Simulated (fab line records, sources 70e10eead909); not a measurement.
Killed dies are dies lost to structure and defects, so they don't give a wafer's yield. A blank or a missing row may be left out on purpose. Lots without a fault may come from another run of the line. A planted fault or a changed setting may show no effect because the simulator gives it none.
Chamber matching | flow nand_harc | NHARC_A_STAIRCASE_DESCUM_443 on rie_diel-02: 4 sister chambers
The step chemistry O2, time 3 s. 4 wafers are shown with their chamber, then 9 later ones without.

WAFERS WITH THEIR CHAMBER
wafer  | chamber | drypump_motor_current_A (A)
L083.3 | 3       | 5.2
L091.1 | 2       | 6.4
L091.3 | 1       | 6.4
L091.4 | 0       | 5.1

WAFERS WITHOUT THEIR CHAMBER
wafer  | drypump_motor_current_A (A)
L092.1 | 5.2
L092.4 | 5.1
L092.6 | 5.1
L094.3 | 6.3
L094.4 | 5.2
L094.5 | 6.3
L096.1 | 5.2
L096.3 | 6.3
L096.6 | 5.2

WHICH CHAMBER EACH WENT THROUGH
wafer  | from the rows above     | in truth
L092.1 | can't be placed: 3 or 0 | 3
L092.4 | can't be placed: 0 or 3 | 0
L092.6 | can't be placed: 0 or 3 | 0
L094.3 | can't be placed: 1 or 2 | 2
L094.4 | can't be placed: 3 or 0 | 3
L094.5 | can't be placed: 1 or 2 | 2
L096.1 | can't be placed: 3 or 0 | 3
L096.3 | can't be placed: 1 or 2 | 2
L096.6 | can't be placed: 3 or 0 | 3
Placed correctly: 0 of 9. Can't be placed from these rows: 9 (the true chamber is among the candidates in 9). Placed wrongly: 0.
How it was worked out, from the rows above alone: a wafer's distance from a chamber is the root of the sum, over the readings, of the square of ((its reading less the chamber's mean) divided by the reading's scatter). The wafer belongs to the nearest chamber; if the next one is less than 2 further off, it can't be placed. A chamber's mean is the mean of its shown wafers. The scatter: with one shown wafer a chamber, the root of the mean of the squares of how far each hidden wafer lies from its nearest shown one.
